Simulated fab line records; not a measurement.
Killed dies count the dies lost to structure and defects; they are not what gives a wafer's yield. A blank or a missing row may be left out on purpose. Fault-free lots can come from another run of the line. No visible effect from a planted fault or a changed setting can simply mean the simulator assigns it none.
A lot that was struck, set against a sound lot ; flow nand_harc ; 13 out of 1159 route steps
Sound: wafers L599.2, L599.5, L599.6. The struck wafers were L608.1, L608.2, L608.4. Last of all comes the cause.
Order at every step that has rows: each side's tool, ch and its chambers, its first start. Under that, the readings that differ: sound wafers ; struck wafers ; difference of the means ; sigmas: that difference in standard deviations of wafers without a fault.
alike: readings whose means differ by less than 2 such deviations, and words and numbers that are the same on both sides. not compared: withheld readings, readings that some wafer has no value for, bounds like >300 that may hide the same value, and numbers for which the record gives no deviation and whose values overlap.
The two part at a step that has a row with sigmas, a row that says differs or no value, or rows on one side only. Non-overlapping numbers with no deviation appear without sigmas and do not part them. Lack of a reading on every wafer of one side parts them only where that side has two or more wafers.

first, 1 step without rows for these wafers: NHARC_P_M1_SRD_25.
NHARC_P_M1_INSPECT_27:
  sound: defect_inspect-02 at day 8 01:19; struck: defect_inspect-02 at day 9 08:29
  alike: raw_defect_count
NHARC_P_M1_PRE_CLEAN_32: time 12 s.
  sound on pecvd-01 ch 0,1,2, day 8 01:23; struck on pecvd-01 ch 0,1, day 9 08:33
  alike: heater_power_w
NHARC_P_M1_DEP_33: deposits SiCN, target thk 30 nm.
  sound on pecvd-01 ch 0,1,2, day 8 01:30; struck on pecvd-01 ch 0,1, day 9 08:38
  alike: heater_power_w
then, 7 steps without rows for these wafers: NHARC_P_M2_DEP_00 (deposits SiOC, target thk 182.5 nm); NHARC_P_M2_DEHYDRATE_01 (time 120 s); NHARC_P_M2_HMDS_02 (time 30 s); NHARC_P_M2_COAT_34 (time 65 s); NHARC_P_M2_COAT_03 (resist thk 90 nm); NHARC_P_M2_SOFTBAKE_04 (time 55 s); NHARC_P_M2_EBR_05.
NHARC_P_M2_EXPOSE_06: exposes mask P M2, target cd 170 nm.
  struck on arfi_scanner-01, day 9 09:44; sound on arfi_scanner-03 ch 0, day 8 02:26
  no value came back on the struck wafers for exposure_dose_mJ_cm2, focus_offset_nm (nm); on the sound wafers exposure_dose_mJ_cm2 reads 80.76 80.81 80.78
  alike: mask
then, 1 step without rows for these wafers: NHARC_P_M2_PEB_07 (peb time 65 s).

## WHERE THEY PART
Only at NHARC_P_M2_EXPOSE_06, within this record.

WHY: what the simulator had put in
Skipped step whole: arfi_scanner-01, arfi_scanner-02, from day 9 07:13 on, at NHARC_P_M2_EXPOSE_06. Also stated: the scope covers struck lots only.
